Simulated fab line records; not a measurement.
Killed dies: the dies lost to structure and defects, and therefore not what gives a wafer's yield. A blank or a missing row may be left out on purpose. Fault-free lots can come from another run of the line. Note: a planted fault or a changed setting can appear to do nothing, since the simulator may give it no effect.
Matching of chambers :: flow n5 finfet :: rie diel-02 running N5_FIN_SAQP_HM_OPEN_73: 4 sister chambers
The step chemistry CHF3/O2, target SiO2, stops on a-Si, target depth 12 nm, time 16.8 s. 4 wafers are shown with their chamber, then 8 later ones without.

## WAFERS PAIRED WITH THEIR CHAMBERS
wafer: L083.3
chamber: 2
drypump motor current A (A): 5.1

wafer: L083.4
chamber: 0
drypump motor current A (A): 6.5

wafer: L083.5
chamber: 3
drypump motor current A (A): 5.9

wafer: L088.1
chamber: 1
drypump motor current A (A): 6.2

## WAFERS WHOSE CHAMBER IS MISSING
wafer: L088.3
drypump motor current A (A): 5.1

wafer: L088.5
drypump motor current A (A): 6.6

wafer: L090.2
drypump motor current A (A): 5.9

wafer: L090.5
drypump motor current A (A): 6.3

wafer: L090.6
drypump motor current A (A): 6.5

wafer: L095.2
drypump motor current A (A): 5.9

wafer: L095.3
drypump motor current A (A): 6.3

wafer: L095.5
drypump motor current A (A): 5.1

## THE CHAMBER EACH PASSED THROUGH
wafer: L088.3
from the rows above: 2
in truth: 2

wafer: L088.5
from the rows above: 0
in truth: 0

wafer: L090.2
from the rows above: 3
in truth: 3

wafer: L090.5
from the rows above: can't be placed: 1 or 0
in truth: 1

wafer: L090.6
from the rows above: 0
in truth: 0

wafer: L095.2
from the rows above: 3
in truth: 3

wafer: L095.3
from the rows above: can't be placed: 1 or 0
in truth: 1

wafer: L095.5
from the rows above: 2
in truth: 2
Correct placement for 6 of the 8. Unplaceable from these rows: 2, with the true chamber sitting among the candidates in 2. Placed wrongly: 0.
How it was worked out, from the rows above alone: a wafer's distance from a chamber is the root of the sum, over the readings, of the square of ((its reading less the chamber's mean) divided by the reading's scatter). If the next closest chamber is less than 2 further off than the closest, the wafer can't be placed; otherwise it belongs to the closest. Each chamber's mean is taken over the wafers shown for it. The scatter: root of mean squared gap, hidden wafer to nearest shown wafer, with one shown wafer a chamber.
